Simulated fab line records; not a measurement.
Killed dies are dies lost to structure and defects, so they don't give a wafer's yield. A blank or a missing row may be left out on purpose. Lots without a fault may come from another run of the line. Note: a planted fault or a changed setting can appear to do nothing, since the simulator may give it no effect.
Which tool is to blame? | flow nand-harc | 24 lots with 72 wafers sampled at 6 steps, on a route of 1159 steps

== WHAT EACH GAUGE READ, for each wafer ==
The record lacks any reading of a measuring or inspecting step that a usual standard deviation could be used to judge.

== WHICH TOOL RAN EACH LOT (tool, then ch and the chambers of the sampled wafers, then the start) ==
lot  | NHARC_A_CONTACT_CMP_20        | NHARC_A_BLC_DESCUM_15              | NHARC_A_BLC_ETCH_18                           | NHARC_A_BLC_DEGAS_30         | NHARC_A_M0_DEGAS_28          | NHARC_A_M0_PVD_20
L074 | cmp-03 ch 2,3, day 17 01:27   | rie-diel-09 ch 1,2,3, day 17 02:32 | rie-diel-09 ch 1,2,3, day 17 04:08 or earlier | pvd-sputter-03, day 17 04:08 | pvd-sputter-03, day 17 16:33 | pvd-sputter-03, no start
L075 | cmp-01 ch 0,1, day 17 11:55   | rie-diel-09 ch 0,3, day 17 13:01   | rie-diel-09 ch 0,1,2, day 17 14:35 or earlier | pvd-sputter-03, day 17 14:35 | pvd-sputter-03, day 17 18:59 | pvd-sputter-03, no start
L077 | cmp-03 ch 0,2,3, day 17 14:56 | rie-diel-09 ch 0,2, day 17 16:02   | rie-diel-09 ch 2,3, day 17 17:48 or earlier   | pvd-sputter-03, day 17 17:48 | pvd-sputter-01, day 17 21:26 | pvd-sputter-01, no start
L076 | cmp-03 ch 0,3, day 17 15:40   | rie-diel-09 ch 0,3, day 17 16:39   | rie-diel-09 ch 1,2, day 17 18:22 or earlier   | pvd-sputter-02, day 17 18:22 | pvd-sputter-01, day 17 21:53 | pvd-sputter-01, no start
L078 | cmp-02 ch 0,2,3, day 18 03:47 | rie-diel-09 ch 0,1, day 18 04:46   | rie-diel-09 ch 0,1,2, day 18 06:19 or earlier | pvd-sputter-03, day 18 06:19 | pvd-sputter-03, day 18 18:32 | pvd-sputter-03, no start
L079 | cmp-03 ch 0,1, day 18 14:40   | rie-diel-09 ch 0,2, day 18 15:47   | rie-diel-09 ch 0,1,2, day 18 17:22 or earlier | pvd-sputter-02, day 18 17:22 | pvd-sputter-01, day 19 06:46 | pvd-sputter-01, no start
L081 | cmp-03 ch 1,2,3, day 19 14:17 | rie-diel-09 ch 0,2, day 19 15:18   | rie-diel-09 ch 1,2, day 19 16:52 or earlier   | pvd-sputter-03, day 19 16:52 | pvd-sputter-01, day 20 00:26 | pvd-sputter-01, no start
L083 | cmp-02 ch 2,3, day 19 15:22   | rie-diel-09 ch 0,1, day 19 16:31   | rie-diel-09 ch 1,2,3, day 19 18:05 or earlier | pvd-sputter-01, day 19 18:05 | pvd-sputter-01, day 20 00:50 | pvd-sputter-01, no start
L080 | cmp-02 ch 0,1,3, day 19 16:49 | rie-diel-09 ch 0,1,3, day 19 17:58 | rie-diel-09 ch 1,2,3, day 19 19:31 or earlier | pvd-sputter-01, day 19 19:31 | pvd-sputter-03, day 20 01:15 | pvd-sputter-03, no start
L082 | cmp-03 ch 0,2,3, day 19 23:42 | rie-diel-06 ch 0,2,3, day 20 00:40 | rie-diel-06 ch 0,1,3, day 20 02:18 or earlier | pvd-sputter-01, day 20 02:18 | pvd-sputter-01, day 20 06:01 | pvd-sputter-01, no start
L084 | cmp-03 ch 0,2,3, day 20 00:27 | rie-diel-09 ch 0,2,3, day 20 01:33 | rie-diel-09 ch 1,2,3, day 20 03:09 or earlier | pvd-sputter-02, day 20 03:09 | pvd-sputter-02, day 20 07:38 | pvd-sputter-02, no start
L088 | cmp-03 ch 0,1,3, day 20 05:14 | rie-diel-09 ch 1,2,3, day 20 06:13 | rie-diel-09 ch 0,1,3, day 20 07:47 or earlier | pvd-sputter-01, day 20 07:47 | pvd-sputter-03, day 20 20:57 | pvd-sputter-03, no start
L085 | cmp-01 ch 1,2,3, day 20 18:43 | rie-diel-09 ch 0,1,2, day 20 19:50 | rie-diel-09 ch 1,2, day 20 21:26 or earlier   | pvd-sputter-01, day 20 21:26 | pvd-sputter-02, day 21 00:44 | pvd-sputter-02, no start
L087 | cmp-01 ch 0,1,3, day 20 19:20 | rie-diel-06 ch 0,1,3, day 20 20:25 | rie-diel-06 ch 0,2,3, day 20 22:02 or earlier | pvd-sputter-03, day 20 22:02 | pvd-sputter-03, day 21 01:26 | pvd-sputter-03, no start
L086 | cmp-03 ch 0,1,2, day 20 21:23 | rie-diel-06 ch 0,3, day 20 22:18   | rie-diel-06 ch 0,2,3, day 20 23:59 or earlier | pvd-sputter-03, day 20 23:59 | pvd-sputter-02, day 21 04:30 | pvd-sputter-02, no start
L090 | cmp-03 ch 0,3, day 21 01:42   | rie-diel-06 ch 0,2,3, day 21 02:40 | rie-diel-06 ch 0,1,3, day 21 04:15 or earlier | pvd-sputter-01, day 21 04:15 | pvd-sputter-03, day 21 07:32 | pvd-sputter-03, no start
L089 | cmp-01 ch 0,1,3, day 21 12:26 | rie-diel-06 ch 1,2,3, day 21 13:30 | rie-diel-06 ch 0,2, day 21 15:06 or earlier   | pvd-sputter-02, day 21 15:06 | pvd-sputter-03, day 21 23:40 | pvd-sputter-03, no start
L093 | cmp-02 ch 0,1,3, day 21 20:53 | rie-diel-09 ch 1,3, day 21 21:57   | rie-diel-09 ch 0,1,2, day 21 23:31 or earlier | pvd-sputter-01, day 21 23:31 | pvd-sputter-01, day 22 08:02 | pvd-sputter-01, no start
L092 | cmp-02 ch 0,2,3, day 22 01:59 | rie-diel-09 ch 0,1,2, day 22 03:04 | rie-diel-09 ch 1,2,3, day 22 04:38 or earlier | pvd-sputter-01, day 22 04:38 | pvd-sputter-02, day 22 12:48 | pvd-sputter-02, no start
L091 | cmp-03 ch 0,1,2, day 22 02:54 | rie-diel-06 ch 1,2,3, day 22 04:00 | rie-diel-06 ch 1,2,3, day 22 05:35 or earlier | pvd-sputter-01, day 22 05:35 | pvd-sputter-02, day 22 13:00 | pvd-sputter-02, no start
L095 | cmp-02 ch 0,1,3, day 22 14:24 | rie-diel-09 ch 0,1,2, day 22 15:28 | rie-diel-09 ch 0,1,2, day 22 17:02 or earlier | pvd-sputter-02, day 22 17:02 | pvd-sputter-01, day 22 22:35 | pvd-sputter-01, no start
L097 | cmp-01 ch 1,3, day 22 19:21   | rie-diel-09 ch 2,3, day 22 20:26   | rie-diel-09 ch 1,2, day 22 22:01 or earlier   | pvd-sputter-03, day 22 22:01 | pvd-sputter-02, day 23 01:25 | pvd-sputter-02, no start
L094 | cmp-01 ch 1,3, day 22 22:08   | rie-diel-05 ch 0,2,3, day 22 23:14 | rie-diel-05 ch 0,1, day 23 00:48 or earlier   | pvd-sputter-03, day 23 00:48 | pvd-sputter-02, day 23 11:37 | pvd-sputter-02, no start
L096 | cmp-02 ch 1,2,3, day 23 09:01 | rie-diel-06 ch 0,1, day 23 10:04   | rie-diel-06 ch 0,1,3, day 23 11:37 or earlier | pvd-sputter-01, day 23 11:37 | pvd-sputter-02, day 23 19:04 | pvd-sputter-02, no start
- NHARC_A_CONTACT_CMP_20: polishes, t overpolish 30 s, target thk 300 nm.
- NHARC_A_BLC_DESCUM_15: chemistry O2, time 3 s.
- NHARC_A_BLC_ETCH_18: etches the open film in C4F8/O2/Ar, target depth 910 nm.
- NHARC_A_BLC_DEGAS_30: time 60 s.
- NHARC_A_M0_DEGAS_28: time 60 s.
- NHARC_A_M0_PVD_20: deposits TaN, target thk 5 nm, time 8.06 s.

== AS READ BY THE TOOLS THEMSELVES (means over the sampled wafers that have a number; for cases with no such wafer, the mark the record gives instead) ==
NHARC_A_CONTACT_CMP_20.
lot  | tool   | motor-current-A (A) | overpolish-run-s (s) | slurry-filter-dp-kPa (kPa) | time-to-endpoint-s (s)
L074 | cmp-03 | 12.9                | 30.003               | 13.51                      | 62.0
L075 | cmp-01 | 11.2                | 29.999               | 13.52                      | 60.0
L077 | cmp-03 | 12.2                | 30.005               | 13.55                      | 59.4
L076 | cmp-03 | 12.1                | 29.999               | 13.37                      | 58.1
L078 | cmp-02 | 11.7                | 30.008               | 13.50                      | 60.5
L079 | cmp-03 | 12.5                | 29.996               | 13.59                      | 62.0
L081 | cmp-03 | 12.8                | 30.001               | 13.59                      | 61.3
L083 | cmp-02 | 12.5                | 29.997               | 13.62                      | 55.1
L080 | cmp-02 | 12.9                | 30.001               | 13.50                      | 56.9
L082 | cmp-03 | 12.2                | 30.013               | 13.46                      | 63.1
L084 | cmp-03 | 12.4                | 30.000               | 13.42                      | 65.5
L088 | cmp-03 | 12.8                | 30.004               | 13.56                      | 60.6
L085 | cmp-01 | 11.1                | 30.000               | 13.66                      | 56.6
L087 | cmp-01 | 11.7                | 29.999               | 13.51                      | 54.7
L086 | cmp-03 | 13.1                | 29.997               | 13.60                      | 61.2
L090 | cmp-03 | 12.4                | 29.993               | 13.53                      | 61.3
L089 | cmp-01 | 11.6                | 29.998               | 13.41                      | 58.8
L093 | cmp-02 | 12.5                | 30.000               | 13.46                      | 58.5
L092 | cmp-02 | 12.5                | 29.998               | 13.56                      | 58.6
L091 | cmp-03 | 12.5                | 30.003               | 13.63                      | 61.2
L095 | cmp-02 | 12.8                | 30.000               | 13.52                      | 59.5
L097 | cmp-01 | 10.1                | 29.994               | 13.44                      | 62.5
L094 | cmp-01 | 10.0                | 30.005               | 13.51                      | 61.2
L096 | cmp-02 | 12.5                | 29.997               | 13.67                      | 59.9

NHARC_A_BLC_DESCUM_15.
lot  | tool        | drypump-motor-current-A (A) | oes-product-au (a.u.) | rf-vpp-V (V) | showerhead-plenum-p-Torr (Torr) | throttle-valve-pct (%)
L074 | rie-diel-09 | 6.2                         | 1.004                 | 58.2         | 1.96                            | 11.309
L075 | rie-diel-09 | 6.0                         | 0.996                 | 58.2         | 1.94                            | 11.307
L077 | rie-diel-09 | 5.5                         | 0.995                 | 57.0         | 1.82                            | 11.308
L076 | rie-diel-09 | 5.6                         | 1.007                 | 57.0         | 1.87                            | 11.322
L078 | rie-diel-09 | 6.1                         | 1.003                 | 57.2         | 1.93                            | 11.307
L079 | rie-diel-09 | 5.5                         | 0.999                 | 57.7         | 1.82                            | 11.315
L081 | rie-diel-09 | 5.6                         | 1.003                 | 56.6         | 1.84                            | 11.319
L083 | rie-diel-09 | 6.1                         | 1.010                 | 58.0         | 1.93                            | 11.312
L080 | rie-diel-09 | 6.1                         | 1.006                 | 58.3         | 1.94                            | 11.309
L082 | rie-diel-06 | 5.6                         | 0.989                 | 56.9         | 1.87                            | 11.307
L084 | rie-diel-09 | 5.8                         | 1.005                 | 57.4         | 1.89                            | 11.303
L088 | rie-diel-09 | 6.2                         | 0.993                 | 58.8         | 1.96                            | 11.295
L085 | rie-diel-09 | 5.8                         | 1.005                 | 58.0         | 1.89                            | 11.314
L087 | rie-diel-06 | 5.8                         | 0.999                 | 56.7         | 1.85                            | 11.308
L086 | rie-diel-06 | 5.9                         | 0.987                 | 57.8         | 1.82                            | 11.314
L090 | rie-diel-06 | 5.6                         | 0.987                 | 57.7         | 1.87                            | 11.306
L089 | rie-diel-06 | 5.7                         | 0.997                 | 57.3         | 1.91                            | 11.315
L093 | rie-diel-09 | 6.4                         | 0.999                 | 58.1         | 2.01                            | 11.314
L092 | rie-diel-09 | 5.8                         | 1.001                 | 57.9         | 1.89                            | 11.308
L091 | rie-diel-06 | 5.7                         | 0.994                 | 57.3         | 1.90                            | 11.316
L095 | rie-diel-09 | 5.8                         | 1.000                 | 58.1         | 1.89                            | 11.303
L097 | rie-diel-09 | 6.1                         | 0.997                 | 57.9         | 1.96                            | 11.306
L094 | rie-diel-05 | 5.4                         | 0.993                 | 56.7         | 1.93                            | 11.321
L096 | rie-diel-06 | 5.9                         | 1.001                 | 57.9         | 1.87                            | 11.311

NHARC_A_BLC_ETCH_18.
lot  | tool        | oes-product-au (a.u.) | rf-vpp-V (V)
L074 | rie-diel-09 | 0.933                 | 981
L075 | rie-diel-09 | 0.973                 | 976
L077 | rie-diel-09 | 0.930                 | 982
L076 | rie-diel-09 | 0.980                 | 978
L078 | rie-diel-09 | 0.921                 | 977
L079 | rie-diel-09 | 0.927                 | 976
L081 | rie-diel-09 | 0.965                 | 981
L083 | rie-diel-09 | 0.969                 | 981
L080 | rie-diel-09 | 0.972                 | 982
L082 | rie-diel-06 | 0.944                 | 973
L084 | rie-diel-09 | 0.967                 | 982
L088 | rie-diel-09 | 0.974                 | 980
L085 | rie-diel-09 | 0.950                 | 978
L087 | rie-diel-06 | 0.928                 | 975
L086 | rie-diel-06 | 0.955                 | 976
L090 | rie-diel-06 | 0.959                 | 973
L089 | rie-diel-06 | 0.955                 | 978
L093 | rie-diel-09 | 0.971                 | 976
L092 | rie-diel-09 | 0.974                 | 981
L091 | rie-diel-06 | 0.973                 | 978
L095 | rie-diel-09 | 0.966                 | 976
L097 | rie-diel-09 | 0.925                 | 978
L094 | rie-diel-05 | 0.973                 | 984
L096 | rie-diel-06 | 0.961                 | 974

NHARC_A_BLC_DEGAS_30.
lot  | tool           | heater-power-w (W)
L074 | pvd-sputter-03 | 466
L075 | pvd-sputter-03 | 474
L077 | pvd-sputter-03 | 475
L076 | pvd-sputter-02 | 423
L078 | pvd-sputter-03 | 468
L079 | pvd-sputter-02 | 430
L081 | pvd-sputter-03 | 466
L083 | pvd-sputter-01 | 451
L080 | pvd-sputter-01 | 401
L082 | pvd-sputter-01 | 422
L084 | pvd-sputter-02 | 411
L088 | pvd-sputter-01 | 423
L085 | pvd-sputter-01 | 429
L087 | pvd-sputter-03 | 498
L086 | pvd-sputter-03 | 491
L090 | pvd-sputter-01 | 451
L089 | pvd-sputter-02 | 420
L093 | pvd-sputter-01 | 429
L092 | pvd-sputter-01 | 427
L091 | pvd-sputter-01 | 418
L095 | pvd-sputter-02 | 427
L097 | pvd-sputter-03 | 472
L094 | pvd-sputter-03 | 494
L096 | pvd-sputter-01 | 450

NHARC_A_M0_DEGAS_28.
lot  | tool           | heater-power-w (W)
L074 | pvd-sputter-03 | 342
L075 | pvd-sputter-03 | 341
L077 | pvd-sputter-01 | 312
L076 | pvd-sputter-01 | 304
L078 | pvd-sputter-03 | 342
L079 | pvd-sputter-01 | 304
L081 | pvd-sputter-01 | 323
L083 | pvd-sputter-01 | 319
L080 | pvd-sputter-03 | 334
L082 | pvd-sputter-01 | 310
L084 | pvd-sputter-02 | 313
L088 | pvd-sputter-03 | 336
L085 | pvd-sputter-02 | 308
L087 | pvd-sputter-03 | 351
L086 | pvd-sputter-02 | 302
L090 | pvd-sputter-03 | 333
L089 | pvd-sputter-03 | 334
L093 | pvd-sputter-01 | 333
L092 | pvd-sputter-02 | 319
L091 | pvd-sputter-02 | 311
L095 | pvd-sputter-01 | 310
L097 | pvd-sputter-02 | 287
L094 | pvd-sputter-02 | 317
L096 | pvd-sputter-02 | 285

NHARC_A_M0_PVD_20.
lot  | tool           | substrate-temp-c (C) | throttle-valve-pct (%)
L074 | pvd-sputter-03 | 50.03                | 31.4
L075 | pvd-sputter-03 | 49.93                | 31.9
L077 | pvd-sputter-01 | 49.96                | 29.3
L076 | pvd-sputter-01 | 49.88                | 29.9
L078 | pvd-sputter-03 | 50.03                | 30.8
L079 | pvd-sputter-01 | 49.89                | 29.4
L081 | pvd-sputter-01 | 49.94                | 30.2
L083 | pvd-sputter-01 | 50.13                | 29.9
L080 | pvd-sputter-03 | 50.07                | 30.8
L082 | pvd-sputter-01 | 50.08                | 29.7
L084 | pvd-sputter-02 | 50.01                | 29.8
L088 | pvd-sputter-03 | 49.95                | 30.3
L085 | pvd-sputter-02 | 50.02                | 29.7
L087 | pvd-sputter-03 | 49.95                | 31.4
L086 | pvd-sputter-02 | 49.99                | 29.4
L090 | pvd-sputter-03 | 50.08                | 31.4
L089 | pvd-sputter-03 | 50.00                | 30.8
L093 | pvd-sputter-01 | 49.89                | 29.8
L092 | pvd-sputter-02 | 50.03                | 29.5
L091 | pvd-sputter-02 | 50.09                | 29.9
L095 | pvd-sputter-01 | 49.98                | 29.7
L097 | pvd-sputter-02 | 49.94                | 29.1
L094 | pvd-sputter-02 | 50.19                | 30.0
L096 | pvd-sputter-02 | 50.03                | 30.1

== THE ANSWER, worked out from the rows above alone ==
Rule: the lots themselves supply what counts as usual. Put in order of their means at a reading, lots are off if they are a third of the lots or fewer, leave a main group of 4 or more, and stand apart from it by a gap of 3 or more times the standard deviation of the main group's means; of several such gaps the widest counts. If all means in a main group match to the digits the tables above print for the reading, that group is not used. Also off: a lot with no number at a reading for which 4 or more lots have one. Any other lot the step has rows for is counted as sound. Order of review: gauges by route order, followed by the tools' own readings, for which a lot's mean as printed above is used. At the first step where some lot is off, the reading lying furthest off is the one used; lots without a number count as furthest.
No lot is off on any of the readings shown, so nothing can be concluded from this.

== WHAT THE SIMULATOR PUT IN ==
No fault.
